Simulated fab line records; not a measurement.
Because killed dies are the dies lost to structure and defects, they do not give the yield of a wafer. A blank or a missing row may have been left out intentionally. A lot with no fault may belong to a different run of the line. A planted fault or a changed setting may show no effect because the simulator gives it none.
fab line records | flow n5_finfet
[record] lots = 4 wafers = 12 last_day = 14
route steps=1938 shown BEOL_M11@1565 BEOL_M12@1602 PASSIVATION@1936
lots with no fault: from the same line, run without faults
start_h: hours from the record's first day to the start of the lot's first wafer shown | wait_h: how many hours have passed since the lot's step before this one | " the same as in the row above | L1.1+2: a single row standing in for several wafers | - either no value or no given start | * or withheld: withheld | < > ~ a bound
route shown NAME@n: a module of which the file shows steps, and the number in the route of the first | usual: mean/standard deviation taken from wafers without a fault | same: alike in all rows | chamber/n: place in a boat | sites: the reading at each site | _std_site: standard deviation of those values | _edge_site: inner sites' mean taken away from outer sites' mean | radius_mm: for every site, how far away it sits from the centre of the wafer | mask NAME#n: copy n | behind: the most recent tool/chamber to have shaped the wafer | hold: why the lot went on hold/how many hours it stayed there/how the hold came to an end | device: whichever transistor did not switch (one of n, p or np) | end of line: tests run on the same wafers once the route is complete | for a step that has no rows: nothing shown but its recipe | killed: dies that structure and defects cost at the first sort, which is not the same as the wafer's yield | map: dies across one wafer; x = killed, . = not, _ = none there
set.NAME: the setting the step ran with; set.NAME@STEP: the setting that earlier step ran with | model.NAME: the simulator's own value behind a step, which no gauge read
a table for each step, a row for each wafer; lots at some steps of the route
[[steps]]
[step N5_BEOL_M11_EXPOSE_25]
[recipe] mask_id = V10 na = 1.35 source_shape = annular sigma_inner = 0.5 sigma_outer = 0.8 polarization = unpolarized dose_mj = 85.5
[step N5_BEOL_M11_PEB_26]
[recipe] peb_temp_c = withheld peb_time_s = 60 resist = CAR-ArF
[step N5_BEOL_M11_DEVELOP_27]
[recipe] develop_time_s = 30 developer = TMAH resist = CAR-ArF rinse_liquid = diw dry = air_spin dev_temp_c = 23
[step N5_BEOL_M11_DESCUM_33]
[recipe] chemistry = O2 time_s = 7.9 source_power_w = 50 bias_power_w = 20 pressure_mtorr = 20 rf_frequency_hz = 2.712e+07 temp_c = 40 resist = CAR-ArF o2_flow_sccm = 225
[step N5_BEOL_M11_ETCH_65]
[recipe] chemistry = CF4 target = SiARC target_depth_a = 390 mask_material = CAR-ArF time_s = 65 ion_energy_ev = 80 pressure_mtorr = 40 source_w = 545 bias_w = 36 Ar_flow_sccm = 100 cf4_flow_sccm = 100 ends = cleared
[step N5_BEOL_M11_ETCH_66]
[recipe] chemistry = N2/H2 target = SOC target_depth_a = 1200 overetch_a = 240 mask_material = SiARC temp_c = 40 time_s = 180 ion_energy_ev = 200 pressure_mtorr = 30 source_w = 840 bias_w = 150 n2_flow_sccm = 200 h2_flow_sccm = 200
[step N5_BEOL_M11_STRIP_69]
[recipe] chemistry = N2/H2 temp_c = 40 n2_flow_sccm = 200 h2_flow_sccm = 200 rf_frequency_hz = 6e+07
[step N5_BEOL_M11_VIA_ETCH_34]
[recipe] chemistry = C4F6/O2 target = SiCOH_lowk target_depth_a = 1845 mask_material = SOC taper_deg = 4 time_s = 69.2 ion_energy_ev = 250 pressure_mtorr = 30 source_w = 345 bias_w = 185 Ar_flow_sccm = 300 C4F6_flow_sccm = 10 O2_flow_sccm = 10
[step N5_BEOL_M11_STRIP_73]
[recipe] chemistry = C4F6/O2 resist = SiARC rf_frequency_hz = 6e+07
[step N5_BEOL_M11_STRIP_36]
[recipe] chemistry = N2/H2 power_w = 450 temp_c = 40 pressure_mtorr = 20 rf_frequency_hz = 6e+07 overash_fraction = 0.3 bias_power_w = 7 h2_frac = 0.5 n2_flow_sccm = 200 h2_flow_sccm = 200
[usual] bias_power_w = 7.000/0.022 drypump_motor_current_A = 5.5/0.47 h2_flow_sccm = 200.1/0.68 oes_product_au = 0.80/0.08 rf_vpp_V = 59.2/1.8 showerhead_plenum_p_Torr = 2.53/0.093 throttle_valve_pct = 23.7/0.39
// columns lot.wafer tool chamber start_h wait_h bias_power_w drypump_motor_current_A h2_flow_sccm oes_product_au rf_hours_counter_h rf_vpp_V showerhead_plenum_p_Torr throttle_valve_pct
L648.1 rie_diel-04 2 264.21 0.0 7.007 4.7 198.7 0.69 238 58.5 2.42 24.0
L648.3 " 0 " " 6.979 5.2 200.1 0.87 42 59.3 2.58 23.8
L648.4 " 1 " " 6.976 5.6 200.3 0.77 166 58.5 2.52 23.6
L650.2 rie_diel-01 0 269.76 0.0 7.041 5.3 199.5 0.92 28 58.9 2.69 23.5
L650.4 " 2 " " 6.951 5.5 199.4 0.86 58 57.4 2.45 23.5
L650.5 " 1 " " 6.968 5.1 200.4 0.72 - 59.6 2.40 24.2
L652.2 rie_diel-01 0 270.51 0.0 7.006 5.3 200.0 0.92 28 59.8 2.69 23.5
L652.5 " 3 " " 6.968 5.6 200.9 0.91 - 59.3 2.56 23.0
L652.6 " 2 " " 7.000 5.5 199.8 0.85 - 57.5 2.45 23.5
L653.1 rie_diel-01 2 274.43 0.0 6.986 5.5 200.3 0.85 60 55.8 2.45 23.5
L653.2 " 3 " " 7.003 5.6 200.7 0.89 35 61.6 2.56 23.0
L653.6 " 1 " " 7.014 5.1 199.4 0.70 - 57.5 2.40 24.2
[step N5_BEOL_M11_TRENCH_ETCH_37]
[recipe] chemistry = C4F6/O2 target_depth_a = 1488.3 target = SiCOH_lowk time_s = 48 ion_energy_ev = 250 pressure_mtorr = 30 source_w = 345 bias_w = 185 Ar_flow_sccm = 300 C4F6_flow_sccm = 10 O2_flow_sccm = 10
[step N5_BEOL_M11_ETCH_41]
[recipe] chemistry = CH3F/O2 target = SiCN target_depth_a = 426 taper_deg = 2 time_s = 86 ion_energy_ev = 120 mask_material = TiN pressure_mtorr = 30 source_w = 395 bias_w = 75 Ar_flow_sccm = 150 CH3F_flow_sccm = 30 O2_flow_sccm = 20
[step N5_BEOL_M11_STRIP_77]
[recipe] chemistry = N2/H2 time_s = 10 power_w = 450 temp_c = 40 pressure_mtorr = 20 rf_frequency_hz = 6e+07 bias_power_w = 7 n2_flow_sccm = 200 h2_flow_sccm = 200
[step N5_BEOL_M11_HM_STRIP_39]
[recipe] chemistry = peroxide_tin_strip material = TiN target_depth_a = 250 temp_c = 50 time_s = 158
[step N5_BEOL_M11_SRD_40]
[recipe] time_s = 30 temp_c = 23 rinse_liquid = diw dry = ipa_marangoni
[step N5_BEOL_M11_PRECLEAN_42]
[recipe] chemistry = residue_remover time_s = 60 temp_c = 40
[step N5_BEOL_M11_SRD_43]
[recipe] time_s = 30 temp_c = 23 rinse_liquid = diw dry = ipa_marangoni
[step N5_BEOL_M11_CURE_72]
[recipe] temp_c = 370 time_s = 120 ambient = DMADMS/He material = SiCOH_lowk
[step N5_BEOL_M11_DEGAS_44]
[recipe] ambient = vacuum temp_c = 250 time_s = 60
[step N5_BEOL_M11_PRE_CLEAN_45]
[recipe] gas = H2/He time_s = 30 temp_c = 250
[step N5_BEOL_M11_ALD_74]
[recipe] material = TaN target_thk_a = 20 temp_c = 275 ald_precursor_family = PDMAT ald_co_reactant = NH3 pressure_torr = 3 carrier_flow_sccm = 1500 pulse_time_s = 2 purge_time_s = 3 co_reactant_purge_time_s = 2 co_reactant_pulse_time_s = 3 ald_cycles = 40 precursor_vessel_temp_c = 75 precursor_vessel_pressure_torr = 26.25 precursor_vessel_carrier_sccm = 1000
[step N5_BEOL_M11_SURFACE_TREAT_76]
[recipe] gas = Ar time_s = * ion_energy_ev = * ion_current_ma_cm2 = 0.5 pressure_mtorr = * ar_flow_sccm = 30
[step N5_BEOL_M11_CVD_75]
[recipe] material = Co target_thk_a = 20 temp_c = withheld precursor = CCTBA/H2 pressure_torr = 30 time_s = 138.9
[step N5_BEOL_M11_SPUTTER_48]
[recipe] material = Cu target_thk_a = 120 temp_c = -20 bias_v = 60 power_w = 26000 chamber_pressure_pa = 0.13 time_s = 2
[step N5_BEOL_M11_ECD_50]
[recipe] material = Cu target_thk_a = 3180
[step N5_BEOL_M11_ANNEAL_51]
[recipe] temp_c = 225 time_s = 90 ambient = N2
[step N5_BEOL_M11_CMP_52]
[recipe] stop_on = SiCOH_lowk t_overpolish_s = 7 down_force_psi = 1 platen_rpm = 50 clearing_platen_down_force_psi = 1.5 clearing_platen_rpm = 50 post_cmp_clean = cu_alkaline target_thk_nm = 140 clearing_platen_pad_velocity_m_s = 0.99484 pad_velocity_m_s = 0.99484
[step N5_BEOL_M11_PRE_CLEAN_55]
[recipe] gas = NH3 time_s = 15 temp_c = withheld rf_power_w = 300
[step N5_BEOL_M11_DEP_56]
[recipe] material = SiCN target_thk_a = 300 temp_c = withheld precursor = 3MS/NH3 pressure_torr = 3 rf_w = 675 time_s = 10.5
[step N5_BEOL_M12_ILD_DEP_00]
[recipe] material = SiOC target_thk_a = 6589.2 temp_c = 350 precursor = DEMS/O2 pressure_torr = 5 rf_w = 500 time_s = 130.7
[step N5_BEOL_M12_COAT_58]
[recipe] resist = BARC temp_c = 205 time_s = 60 spin_rpm = 1500 resist_thk_nm = 89
[step N5_BEOL_M12_COAT_04]
[recipe] spin_rpm = 1625 resist_thk_nm = 400
[step N5_BEOL_M12_EBR_06]
[recipe] solvent = PGMEA ebr_width_mm = 1.5
[step N5_PASSIVATION_PROBE_49]
[usual] defect_limited_yield = 91.3/1.4 killed_at_M0_to_M3 = 36/10 killed_at_M4_up = 13/5.4 killed_at_contacts = 12/5.3 killed_at_front_end = 39/10 killed_at_other = 3.2/2.7 killed_dies = 103/16 killed_open = 68/13 killed_short = 33/6.6 sort_bin_5_function = 5.1/0.92 sort_bin_6_memory = 3.3/0.68 sort_bin_8_speed = 0.1/0.41 sort_n_pass = 1077/17 sort_yield_pct = 91.2/1.4
[same] gross_dies = 1180 killed_at_back_side = 0 sort_bin_4_leakage[%] = 0
// columns lot.wafer tool chamber start_h wait_h defect_limited_yield[%] killed_at_M0_to_M3 killed_at_M4_up killed_at_contacts killed_at_front_end killed_at_other killed_dies killed_open killed_short sort_bin_5_function[%] sort_bin_6_memory[%] sort_bin_8_speed[%] sort_n_pass sort_yield_pct[%]
L652.2 prober-01 - 311.98 0.1 82.5 18 151 8 27 3 207 38 26 12.0 3.1 0 973 82.5
L652.5 prober-01 - 312.13 0.2 82.3 37 119 12 36 5 209 64 34 10.4 4.2 0 971 82.3
L652.6 prober-01 - 312.18 0.3 78.6 54 150 5 39 4 252 83 33 14.1 4.5 0 928 78.6
L653.1 prober-01 - 325.38 0.0 80.9 36 143 10 34 2 225 52 34 11.8 3.7 0 955 80.9
L653.2 prober-01 - 325.43 0.1 82.6 41 115 12 36 1 205 59 36 9.2 4.5 0.7 967 81.9
L653.6 prober-01 - 325.63 0.3 81.9 33 152 7 22 0 214 47 22 10.8 3.6 0 966 81.9
// killed by level:class
L652.2 BEOL_M11:unspecified=142 FIN_SAQP:geometric_particle:short=11 MOL_CONTACT_COAG:geometric_particle:open=7 BEOL_M4:geometric_particle:open=5 STI_FIN_REVEAL:geometric_particle:open=4 BEOL_M0_SAQP:geometric_particle:open=4 DUMMY_GATE:geometric_particle:open=3 BEOL_M0_SAQP:geometric_particle:short=3
L652.5 BEOL_M11:unspecified=110 FIN_SAQP:geometric_particle:open=13 MOL_CONTACT_COAG:geometric_particle:open=11 BEOL_M3:geometric_particle:open=11 BEOL_M0_SAQP:geometric_particle:short=9 FIN_SAQP:geometric_particle:short=7 STI_FIN_REVEAL:geometric_particle:open=6 BEOL_M2:geometric_particle:open=6
L652.6 BEOL_M11:unspecified=136 BEOL_M0_SAQP:geometric_particle:open=12 FIN_SAQP:geometric_particle:open=11 FIN_SAQP:geometric_particle:short=10 BEOL_M2:geometric_particle:open=10 BEOL_M3:geometric_particle:open=10 BEOL_M0_SAQP:geometric_particle:short=8 DUMMY_GATE:geometric_particle:open=7
L653.1 BEOL_M11:unspecified=137 FIN_SAQP:geometric_particle:open=12 BEOL_M1:geometric_particle:open=11 FIN_SAQP:geometric_particle:short=9 BEOL_M3:geometric_particle:open=8 BEOL_M0_SAQP:geometric_particle:short=7 MOL_CONTACT_COAG:geometric_particle:open=6 GATE_CUT:geometric_particle:short=4
L653.2 BEOL_M11:unspecified=107 BEOL_M0_SAQP:geometric_particle:short=15 MOL_CONTACT_COAG:geometric_particle:open=10 FIN_SAQP:geometric_particle:open=9 BEOL_M0_SAQP:geometric_particle:open=9 FIN_SAQP:geometric_particle:short=8 STI_FIN_REVEAL:geometric_particle:open=8 BEOL_M3:geometric_particle:open=7
L653.6 BEOL_M11:unspecified=143 BEOL_M3:geometric_particle:open=9 BEOL_M0_SAQP:geometric_particle:open=8 MOL_CONTACT_COAG:geometric_particle:open=7 FIN_SAQP:geometric_particle:short=6 STARTING-WAFER:geometric_particle:short=6 BEOL_M1:geometric_particle:open=5 BEOL_M0_SAQP:geometric_particle:short=4
// map L652.6 (x killed, . not)
_________________...x........________________
______________.......x...x.....x_____________
___________........................__________
__________..............x..........._________
________x...........................x._______
_______x.................x.............______
______..........x.....x...x.....x......._____
_____...x..........x.....x...............____
____..xx............x.x.x.......x.x.......___
___.x.....x.............x.................x__
___...x...xxx.........x......x.............__
__......xx...x..........xx................x._
__.....x.xxxx....x...x......................_
_x.....xx.xxx.xx.......x...........x...x.x...
_xx.xxxxxxxxxx.xx......x...xx....x....x......
_xxxxxxxxxxxxxx....................x..x......
_..xxxxxxxxxxxxxx...............x............
_.xxxxxxxxxxxxxxxxx.....x.......x.x..x.......
_.xxxxxxxxxxxxxx.x...x..x.......x......x.x..x
_.xxxxxxxxxxxxxxx............................
_xx.xxxxxxxxxxxx.....x.x.....................
__..xxxxxxxxxxxxx.......x...........x.....xx_
__.xxxxxx.xxxxx...x....x...................._
___.....xxxxx..x..x......x...x........x..xx__
___x........x.......x.....xx.......x.x...x.__
____...xx....................xx...........___
_____............................x.....x.____
______.......x.x........x........xx....._____
_______...................x............______
________...................x.........._______
__________........x.......xx..x.x..._________
___________..x.........x...x.......__________
______________.................._____________
_________________............________________
// map L653.1 (x killed, . not)
_________________..........x.________________
______________.................._____________
___________.....................x..__________
__________.............x............_________
________...........................x.._______
_______.....x..x...........x...........______
______.................................._____
_____..x...........xx.....x..............____
____......x...............................___
___..x..x..................................__
___...xx...x......x..........x....x........__
__.....x.xx..x................x.......x....x_
__x....x.xxxx..............................._
_...x.xxxx.xxxx.............x................
_.x..xxxxxxxxxxx............................x
_..xxxxxxxxxxxxx.....x.x.......x.xx........x.
_.xxxxxxxxxxxxxx................x............
_xxxxxxxxxxxxxxxx.............x..............
_..xxxxxxxxxxxxxx.x....x....x..............x.
_..xxxxxxxxxxxxx.....xxxx....x.....x...x.x...
_..xxxxxxxxxxxxxx.........x.........x...x....
__xxxxxxxxxxxx.x..x........................._
__x..xxxxxxx.x.x.....x...x......x..........._
___.x..xx....x........x.......x.x....x.....__
___.x....xx................................__
____....x..........x.x...x..x...x.........___
_____..................................x.____
______.......x...............x....x....._____
_______........x..........x....x.......______
________.....................x........_______
__________...x...........xx........._________
___________....xx............x.....__________
______________x.............x..._____________
_________________.....x...x..________________
[[key]]
[first_sign] step = N5_PASSIVATION_PROBE_49 reading = killed_at_M4_up direction = up sigmas = 23 usual = 13 struck = 138
[effect] step = N5_PASSIVATION_PROBE_49 reading = defect_limited_yield direction = down sigmas = 7.2 usual = 91.3 struck = 81.5
[more_kills_born_at] N5_BEOL_M11_STRIP_36@rie_diel-01 = 775
met_at N5_BEOL_M11_STRIP_36
struck_wafers L652.2,L652.5,L652.6,L653.1,L653.2,L653.6
onset_between 269.76 270.51
[fault] kind = chamber_particle_source tool = rie_diel-01 chamber = - onset_h = 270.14 steps = N5_BEOL_M11_STRIP_36 rate_per_visit_cm2 = 1.4923 end_h = 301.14
